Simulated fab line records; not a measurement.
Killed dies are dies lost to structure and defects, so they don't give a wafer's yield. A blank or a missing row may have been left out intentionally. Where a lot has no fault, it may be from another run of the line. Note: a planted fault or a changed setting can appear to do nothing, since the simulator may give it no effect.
Matching of chambers || flow n5Finfet || N5_BEOL_M8_CURE_74 on uvCure-02: 3 sister chambers
The step cures SiCOH lowk, time 240 s. 6 wafers are shown with their chamber, then 8 later ones without.

## WAFERS PAIRED WITH THEIR CHAMBERS
{"wafer": "L076.3", "chamber": 2, "wafer_temp_C_max": 386.6, "lampPowerPct (%)": 52.35}
{"wafer": "L076.6", "chamber": 2, "wafer_temp_C_max": 386.8, "lampPowerPct (%)": 52.20}
{"wafer": "L077.2", "chamber": 1, "wafer_temp_C_max": 386.4, "lampPowerPct (%)": 52.27}
{"wafer": "L077.4", "chamber": 1, "wafer_temp_C_max": 386.2, "lampPowerPct (%)": 52.38}
{"wafer": "L078.6", "chamber": 0, "wafer_temp_C_max": 387.3, "lampPowerPct (%)": 52.32}
{"wafer": "L081.1", "chamber": 0, "wafer_temp_C_max": 387.1, "lampPowerPct (%)": 52.28}

## WAFERS WHOSE CHAMBER IS MISSING
{"wafer": "L081.3", "wafer_temp_C_max": 387.1, "lampPowerPct (%)": 52.34}
{"wafer": "L081.6", "wafer_temp_C_max": 387.6, "lampPowerPct (%)": 52.37}
{"wafer": "L086.1", "wafer_temp_C_max": 387.1, "lampPowerPct (%)": 52.27}
{"wafer": "L086.2", "wafer_temp_C_max": 387.5, "lampPowerPct (%)": 52.38}
{"wafer": "L086.5", "wafer_temp_C_max": 386.8, "lampPowerPct (%)": 52.36}
{"wafer": "L090.1", "wafer_temp_C_max": 387.2, "lampPowerPct (%)": 52.27}
{"wafer": "L090.2", "wafer_temp_C_max": 386.8, "lampPowerPct (%)": 52.32}
{"wafer": "L090.6", "wafer_temp_C_max": 386.9, "lampPowerPct (%)": 52.32}

## WHICH CHAMBER EACH WENT THROUGH
{"wafer": "L081.3", "from the rows above": 0, "in truth": 0}
{"wafer": "L081.6", "from the rows above": 0, "in truth": 0}
{"wafer": "L086.1", "from the rows above": 0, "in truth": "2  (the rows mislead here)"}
{"wafer": "L086.2", "from the rows above": 0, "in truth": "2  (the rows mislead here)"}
{"wafer": "L086.5", "from the rows above": "can't be placed: 2 or 0", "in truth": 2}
{"wafer": "L090.1", "from the rows above": 0, "in truth": 0}
{"wafer": "L090.2", "from the rows above": "can't be placed: 2 or 0", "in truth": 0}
{"wafer": "L090.6", "from the rows above": "can't be placed: 2 or 0", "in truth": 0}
Correct placement for 3 of the 8. Cannot be placed on the basis of these rows: 3; the candidates contain the true chamber in 3. Number placed wrongly: 2.
How it was worked out, from the rows above alone: a wafer's distance from a chamber is the root of the sum, over the readings, of the square of ((its reading less the chamber's mean) divided by the reading's scatter). If the next closest chamber is less than 2 further off than the closest, the wafer can't be placed; otherwise it belongs to the closest. For every chamber, the mean is computed from those of its wafers that are shown. How the scatter is found: for the shown wafers, subtract from each reading the mean of its chamber, square and add these, divide the total by (wafers less chambers), then take the root.
